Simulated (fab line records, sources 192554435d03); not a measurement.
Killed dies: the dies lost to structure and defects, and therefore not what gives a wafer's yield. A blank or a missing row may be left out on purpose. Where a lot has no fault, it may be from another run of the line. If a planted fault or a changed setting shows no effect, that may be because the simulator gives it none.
fab line records	flow n5_finfet	part 2 of 2: steps 5 to 6 of 6
record lots=20	wafers=60	last_day=17
route steps=1938 shown BEOL_M5@1136
lots that met no fault: from a run of the same line without faults
start_h: start of the lot's first displayed wafer, in hours after the record's first day	wait_h: hours since the lot's step before	" identical to the entry in the row above	L1.1+2: a single row standing in for several wafers	- value missing, or start not given	* or withheld: withheld	< > ~ a bound
route shown NAME@n: names a module that has steps shown in the file, with the first one's number in the route	usual: mean and standard deviation over wafers with no fault	same: alike in all rows	chamber/n: place in a boat	sites: per-site readings	_std_site: their standard deviation	_edge_site: the outer-site mean with the inner-site mean subtracted	radius_mm: how far each site lies from the wafer's centre	mask NAME#n: copy n	behind: the tool/chamber that last shaped the wafer	hold: cause of the lot's hold/its duration in hours/its outcome	device: transistor that didn't switch, given as n, p or np	end of line: tests of these same wafers at the route's end	a step with no rows: only its recipe	killed: count of dies lost to structure and defects at first sort (not the wafer's yield)	map: the dies of a wafer, with x for killed, . for not killed, _ for no die there
set.NAME: the setting the step ran with; set.NAME@STEP: the setting that earlier step ran with	model.NAME: the simulator's own value behind a step, which no gauge read
steps of the route over a sample of lots; a table a step, a row a wafer
services: from which hour (start_h, from the record's first day; less than 0 if before it) a tool's chamber was out of use, for how many hours, and why
## steps
# step N5_BEOL_M5_ETCH_68
# recipe chemistry=N2/H2	target=SOC	target_depth_a=800	overetch_a=160	mask_material=SiARC	temp_c=40	time_s=120	ion_energy_ev=200	pressure_mtorr=30	source_w=840	bias_w=150	n2_flow_sccm=200	h2_flow_sccm=200
# usual drypump_motor_current_A=5.5/0.38	h2_flow_sccm=200.0/0.55	n2_flow_sccm=200.0/0.64	oes_product_au=0.58/0.058	rf_vpp_V=522.8/2.7	showerhead_plenum_p_Torr=2.50/0.086	throttle_valve_pct=17.94/0.22
lot.wafer	tool	chamber	start_h	wait_h	drypump_motor_current_A	h2_flow_sccm	n2_flow_sccm	oes_product_au	rf_hours_counter_h	rf_vpp_V	showerhead_plenum_p_Torr	throttle_valve_pct
L074.3	rie_diel-06	2	167.51	0.0	5.7	199.9	199.4	0.54	198	524.3	2.50	17.75
L074.4	"	1	"	"	5.8	200.1	199.9	0.59	156	520.4	2.45	18.16
L074.5	"	2	"	"	5.6	199.9	199.5	0.54	-	522.0	2.50	17.75
L076.4	rie_diel-06	3	181.39	0.0	5.1	199.3	199.0	0.73	10	525.5	2.60	17.45
L076.5	"	2	"	"	5.7	198.9	200.7	0.54	-	524.5	2.50	17.75
L076.6	"	3	"	"	5.0	198.7	199.0	0.73	-	525.8	2.60	17.46
L075.2	rie_diel-04	1	181.69	0.0	5.5	200.1	200.6	0.75	2	524.9	2.59	18.05
L075.5	"	1	"	"	5.5	200.1	200.8	0.76	-	526.6	2.59	18.04
L075.6	"	2	"	"	4.8	200.2	200.8	0.68	-	522.7	2.49	17.59
L079.4	rie_diel-03	3	194.22	0.0	5.7	199.8	199.7	0.58	-	518.9	2.44	18.13
L079.5	"	1	"	"	5.6	199.5	200.2	0.55	-	523.1	2.54	17.86
L079.6	"	2	"	"	5.2	200.9	198.8	0.56	-	526.9	2.64	18.06
L078.2	rie_diel-06	1	194.36	0.0	5.8	200.4	200.3	0.58	161	521.5	2.45	18.16
L078.4	"	0	"	"	6.4	199.6	200.0	0.61	84	524.2	2.57	17.61
L078.6	"	1	"	"	5.8	199.7	200.3	0.58	-	521.3	2.45	18.16
L080.2	rie_diel-04	0	213.63	0.0	6.0	200.4	199.9	0.60	133	523.1	2.46	17.94
L080.5	"	3	"	"	4.9	199.9	199.7	0.54	-	523.9	2.52	17.96
L080.6	"	2	"	"	4.8	199.4	199.1	0.68	-	523.3	2.49	17.60
L081.2	rie_diel-03	1	220.61	0.0	5.6	199.9	200.2	0.54	203	523.6	2.53	17.89
L081.3	"	3	"	"	5.7	199.5	200.3	0.57	167	519.6	2.43	18.14
L081.5	"	2	"	"	5.2	199.9	200.3	0.55	-	526.4	2.64	18.08
L082.2	rie_diel-06	1	233.69	0.0	5.8	200.6	199.4	0.57	171	521.3	2.44	18.17
L082.4	"	3	"	"	5.0	200.7	201.1	0.69	25	525.5	2.60	17.49
L082.5	"	3	"	"	5.0	199.3	200.6	0.70	-	526.8	2.60	17.47
L083.2	rie_diel-03	0	241.68	0.0	5.7	200.2	199.2	0.57	152	517.6	2.35	18.05
L083.3	"	3	"	"	5.7	200.2	198.7	0.56	174	519.6	2.43	18.17
L083.6	"	2	"	"	5.2	200.7	199.5	0.55	-	525.8	2.63	18.08
L084.1	rie_diel-03	3	245.27	0.0	5.7	200.0	200.1	0.56	175	520.3	2.43	18.19
L084.5	"	1	"	"	5.6	201.0	199.7	0.55	-	524.2	2.53	17.90
L084.6	"	0	"	"	5.7	199.8	200.3	0.57	-	517.5	2.35	18.06
L086.2	rie_diel-06	0	250.56	0.0	6.4	200.5	200.0	0.60	99	523.8	2.56	17.65
L086.3	"	2	"	"	5.7	199.3	199.2	0.53	221	523.2	2.49	17.78
L086.5	"	1	"	"	5.8	199.4	199.7	0.57	-	521.1	2.44	18.21
L085.3	rie_diel-03	0	250.73	0.0	5.6	199.5	199.9	0.57	155	519.3	2.35	18.06
L085.4	"	1	"	"	5.6	200.3	198.2	0.54	213	523.9	2.53	17.91
L085.5	"	0	"	"	5.7	199.8	199.9	0.57	-	517.8	2.35	18.03
L088.1	rie_diel-06	3	260.45	0.0	5.0	200.7	200.8	0.69	32	526.1	2.59	17.50
L088.2	"	1	"	"	5.9	199.9	200.6	0.57	178	520.1	2.44	18.20
L088.3	"	2	"	"	5.7	199.7	199.8	0.53	224	524.7	2.49	17.78
L087.3	rie_diel-03	3	260.73	0.0	5.7	200.6	200.2	0.57	179	521.4	2.43	18.18
L087.5	"	2	"	"	5.2	199.3	199.9	0.54	-	527.1	2.63	18.10
L087.6	"	1	"	"	5.6	199.9	200.7	0.54	-	523.2	2.53	17.92
L089.1	rie_diel-04	1	273.59	0.0	5.5	199.5	199.8	0.68	32	525.7	2.58	18.11
L089.3	"	2	"	"	4.8	199.9	198.5	0.66	62	521.9	2.48	17.65
L089.6	"	1	"	"	5.5	199.9	201.1	0.69	-	524.7	2.58	18.09
L091.1	rie_diel-03	2	277.13	0.0	5.2	200.2	200.3	0.54	205	526.3	2.63	18.09
L091.3	"	3	"	"	5.7	199.2	199.4	0.56	185	521.1	2.43	18.18
L091.4	"	1	"	"	5.6	200.5	199.9	0.53	222	522.7	2.52	17.92
L092.1	rie_diel-03	2	287.57	0.0	5.1	200.0	200.3	0.54	209	526.0	2.63	18.11
L092.3	"	3	"	"	5.7	200.4	200.3	0.56	189	520.8	2.42	18.19
L092.6	"	0	"	"	5.7	199.8	200.2	0.56	-	517.0	2.34	18.08
L093.1	rie_diel-04	2	297.36	0.0	4.9	200.3	200.6	0.64	72	521.9	2.48	17.65
L093.3	"	1	"	"	5.5	200.4	201.5	0.68	42	523.3	2.58	18.12
L093.6	"	1	"	"	5.5	200.2	200.1	0.67	-	525.1	2.58	18.14
L094.2	rie_diel-04	1	297.81	0.0	5.5	200.7	200.3	0.69	42	524.3	2.58	18.11
L094.3	"	2	"	"	4.9	200.5	199.7	0.64	72	521.7	2.48	17.65
L094.6	"	2	"	"	4.9	200.0	199.2	0.63	-	522.1	2.48	17.64
L095.1	rie_diel-03	0	312.08	0.0	5.7	199.6	199.5	0.56	179	518.0	2.34	18.08
L095.2	"	3	"	"	5.7	201.2	199.2	0.55	199	521.5	2.42	18.21
L095.5	"	1	"	"	5.6	199.8	199.2	0.53	-	523.0	2.52	17.93
# step N5_BEOL_M5_STRIP_91
# recipe chemistry=N2/H2	time_s=10	power_w=450	temp_c=40	pressure_mtorr=20	rf_frequency_hz=6e+07	bias_power_w=7	n2_flow_sccm=200	h2_flow_sccm=200
# usual drypump_motor_current_A=5.5/0.38	h2_flow_sccm=199.9/0.63	n2_flow_sccm=200.0/0.55	oes_product_au=0.76/0.081	rf_vpp_V=59.1/0.92	showerhead_plenum_p_Torr=2.50/0.086	throttle_valve_pct=23.78/0.28
lot.wafer	tool	chamber	start_h	wait_h	drypump_motor_current_A	h2_flow_sccm	n2_flow_sccm	oes_product_au	rf_hours_counter_h	rf_vpp_V	showerhead_plenum_p_Torr	throttle_valve_pct
L074.3	rie_diel-06	2	-	-	5.7	200.2	200.3	0.70	198	60.3	2.50	23.46
L074.4	"	1	"	"	5.8	199.0	199.6	0.77	156	58.6	2.44	24.07
L074.5	"	2	"	"	5.7	200.1	200.1	0.70	-	59.4	2.50	23.45
L076.4	rie_diel-06	3	-	-	5.0	199.7	201.0	0.97	10	59.2	2.60	23.19
L076.5	"	2	"	"	5.7	200.0	200.9	0.70	-	59.7	2.50	23.45
L076.6	"	3	"	"	5.0	199.8	200.8	0.96	-	60.5	2.60	23.20
L075.2	rie_diel-04	1	-	-	5.5	199.6	199.5	0.99	2	60.0	2.59	24.15
L075.5	"	1	"	"	5.5	201.0	198.9	1.00	-	58.5	2.59	24.14
L075.6	"	2	"	"	4.8	201.5	200.6	0.90	-	58.0	2.49	23.41
L079.4	rie_diel-03	3	-	-	5.7	200.3	199.8	0.74	-	60.2	2.43	23.85
L079.5	"	1	"	"	5.7	198.9	200.3	0.73	-	60.9	2.53	23.75
L079.6	"	2	"	"	5.2	199.5	200.6	0.72	-	59.4	2.64	23.92
L078.2	rie_diel-06	1	-	-	5.8	199.4	199.9	0.77	161	60.2	2.44	24.04
L078.4	"	0	"	"	6.4	199.3	200.3	0.80	85	58.2	2.56	23.41
L078.6	"	1	"	"	5.8	199.0	198.5	0.77	-	58.6	2.44	24.06
L080.2	rie_diel-04	0	-	-	6.0	199.8	201.3	0.79	133	59.2	2.45	23.78
L080.5	"	3	"	"	4.9	200.5	200.8	0.71	-	59.5	2.52	23.65
L080.6	"	2	"	"	4.8	199.6	200.2	0.89	-	58.8	2.48	23.42
L081.2	rie_diel-03	1	-	-	5.6	200.1	199.8	0.72	203	59.1	2.53	23.76
L081.3	"	3	"	"	5.6	198.7	200.2	0.74	167	60.2	2.43	23.88
L081.5	"	2	"	"	5.2	198.8	199.4	0.71	-	58.7	2.63	23.94
L082.2	rie_diel-06	1	-	-	5.8	198.1	200.2	0.76	171	58.2	2.44	24.06
L082.4	"	3	"	"	5.0	200.9	200.4	0.93	25	59.4	2.59	23.20
L082.5	"	3	"	"	5.0	200.0	200.0	0.93	-	58.8	2.59	23.20
L083.2	rie_diel-03	0	-	-	5.7	200.5	200.2	0.74	152	58.2	2.34	24.01
L083.3	"	3	"	"	5.7	199.2	200.4	0.74	174	58.4	2.43	23.86
L083.6	"	2	"	"	5.2	200.3	200.6	0.71	-	60.7	2.63	23.97
L084.1	rie_diel-03	3	-	-	5.7	199.8	200.1	0.74	175	59.0	2.43	23.88
L084.5	"	1	"	"	5.6	198.9	200.2	0.72	-	59.0	2.52	23.78
L084.6	"	0	"	"	5.7	200.6	200.0	0.75	-	59.7	2.34	24.00
L086.2	rie_diel-06	0	-	-	6.4	200.4	199.7	0.78	99	60.0	2.56	23.43
L086.3	"	2	"	"	5.7	198.8	198.9	0.69	221	60.1	2.49	23.48
L086.5	"	1	"	"	5.8	200.1	200.8	0.75	-	60.1	2.44	24.10
L085.3	rie_diel-03	0	-	-	5.7	200.2	199.7	0.74	155	57.6	2.34	24.01
L085.4	"	1	"	"	5.6	198.9	199.5	0.71	213	60.0	2.52	23.77
L085.5	"	0	"	"	5.7	199.8	199.6	0.74	-	58.5	2.34	24.01
L088.1	rie_diel-06	3	-	-	5.0	199.6	199.9	0.91	32	59.7	2.59	23.24
L088.2	"	1	"	"	5.8	199.9	200.7	0.75	178	58.3	2.43	24.07
L088.3	"	2	"	"	5.7	200.0	199.6	0.68	224	58.9	2.49	23.49
L087.3	rie_diel-03	3	-	-	5.7	199.8	199.3	0.73	179	58.0	2.42	23.89
L087.5	"	2	"	"	5.1	200.2	199.6	0.71	-	59.2	2.63	23.96
L087.6	"	1	"	"	5.6	200.8	199.3	0.71	-	59.9	2.52	23.78
L089.1	rie_diel-04	1	-	-	5.5	199.5	199.8	0.90	32	59.7	2.58	24.19
L089.3	"	2	"	"	4.8	200.7	200.3	0.86	62	58.2	2.48	23.46
L089.6	"	1	"	"	5.5	199.2	199.5	0.90	-	58.6	2.58	24.15
L091.1	rie_diel-03	2	-	-	5.2	200.2	200.0	0.70	205	60.8	2.63	23.97
L091.3	"	3	"	"	5.7	199.0	201.5	0.73	185	60.2	2.42	23.90
L091.4	"	1	"	"	5.6	200.5	200.3	0.71	222	59.8	2.52	23.81
L092.1	rie_diel-03	2	-	-	5.2	198.8	199.3	0.69	210	58.4	2.62	23.98
L092.3	"	3	"	"	5.7	200.6	199.6	0.72	189	59.9	2.42	23.90
L092.6	"	0	"	"	5.7	199.9	200.6	0.73	-	58.6	2.34	24.03
L093.1	rie_diel-04	2	-	-	4.8	199.1	199.4	0.85	72	60.0	2.47	23.45
L093.3	"	1	"	"	5.5	198.9	199.4	0.89	42	58.9	2.57	24.19
L093.6	"	1	"	"	5.6	199.7	199.3	0.89	-	58.6	2.57	24.19
L094.2	rie_diel-04	1	-	-	5.5	199.7	200.1	0.88	43	58.7	2.57	24.19
L094.3	"	2	"	"	4.9	200.7	200.5	0.84	72	59.2	2.47	23.45
L094.6	"	2	"	"	4.9	200.4	200.6	0.85	-	57.0	2.47	23.45
L095.1	rie_diel-03	0	-	-	5.7	200.1	199.8	0.73	179	58.1	2.33	24.02
L095.2	"	3	"	"	5.7	199.3	199.6	0.73	199	58.9	2.42	23.93
L095.5	"	1	"	"	5.6	199.8	200.5	0.70	-	59.3	2.51	23.81
## services
tool	chamber	start_h	hours	kind
rie_diel-04	-	156.34	0.4	repair
rie_diel-04	1	158.58	-	clean
rie_diel-04	1	158.58	-	consumable_replace:focus_ring
rie_diel-04	1	158.58	11.0	scheduled_down
rie_diel-04	1	158.58	11.0	vent_cycle
rie_diel-03	0	159.43	22.4	repair
rie_diel-06	-	162.87	1.0	repair
rie_diel-06	1	168.49	4.1	repair
rie_metal-03	0	169.91	-	clean
rie_metal-03	0	169.91	22.0	scheduled_down
rie_metal-03	0	169.91	22.0	vent_cycle
rie_diel-03	0	188.15	20.7	repair
rie_metal-03	1	263.96	-	clean
rie_metal-03	1	263.96	12.2	scheduled_down
rie_metal-03	1	263.96	12.2	vent_cycle
rie_metal-03	-	264.05	1.1	repair
rie_diel-06	3	270.89	5.3	repair
rie_diel-06	2	275.62	3.6	repair
rie_metal-03	-	276.12	2.8	pm
rie_metal-01	0	287.58	-	clean
rie_metal-01	0	287.58	27.7	scheduled_down
rie_metal-01	0	287.58	27.7	vent_cycle
rie_metal-03	-	299.73	0.2	repair
